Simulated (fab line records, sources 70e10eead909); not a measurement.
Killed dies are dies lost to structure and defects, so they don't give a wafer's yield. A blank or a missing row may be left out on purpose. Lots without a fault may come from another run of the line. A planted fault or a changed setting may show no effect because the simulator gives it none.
Chamber matching | flow nand_harc | NHARC_P_M1_DESCUM_14 on rie_diel-07: 4 sister chambers
The step chemistry O2, time 3 s. 4 wafers are shown with their chamber, then 10 later ones without.

WAFERS WITH THEIR CHAMBER
wafer  | chamber | oes_product_au (a.u.)
L086.6 | 0       | 0.992
L089.4 | 3       | 0.989
L092.1 | 1       | 0.988
L092.3 | 2       | 0.984

WAFERS WITHOUT THEIR CHAMBER
wafer  | oes_product_au (a.u.)
L092.5 | 0.984
L094.1 | 0.987
L094.3 | 0.988
L094.4 | 0.985
L096.1 | 0.984
L096.2 | 0.986
L096.4 | 1.004
L096.3 | 0.987
L096.5 | 0.984
L096.6 | 0.995

WHICH CHAMBER EACH WENT THROUGH
wafer  | from the rows above               | in truth
L092.5 | can't be placed: 2 or 1 or 3      | 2
L094.1 | can't be placed: 1 or 3 or 2 or 0 | 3
L094.3 | can't be placed: 1 or 3 or 0 or 2 | 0
L094.4 | can't be placed: 2 or 1 or 3 or 0 | 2
L096.1 | can't be placed: 2 or 1 or 3      | 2
L096.2 | can't be placed: 1 or 2 or 3 or 0 | 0
L096.4 | can't be placed: 0 or 3 or 1      | 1
L096.3 | can't be placed: 1 or 3 or 2 or 0 | 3
L096.5 | can't be placed: 2 or 1 or 3      | 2
L096.6 | can't be placed: 0 or 3 or 1      | 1
Placed correctly: 0 of 10. Can't be placed from these rows: 10 (the true chamber is among the candidates in 10). Placed wrongly: 0.
How it was worked out, from the rows above alone: a wafer's distance from a chamber is the root of the sum, over the readings, of the square of ((its reading less the chamber's mean) divided by the reading's scatter). The wafer belongs to the nearest chamber; if the next one is less than 2 further off, it can't be placed. A chamber's mean is the mean of its shown wafers. The scatter: with one shown wafer a chamber, the root of the mean of the squares of how far each hidden wafer lies from its nearest shown one.
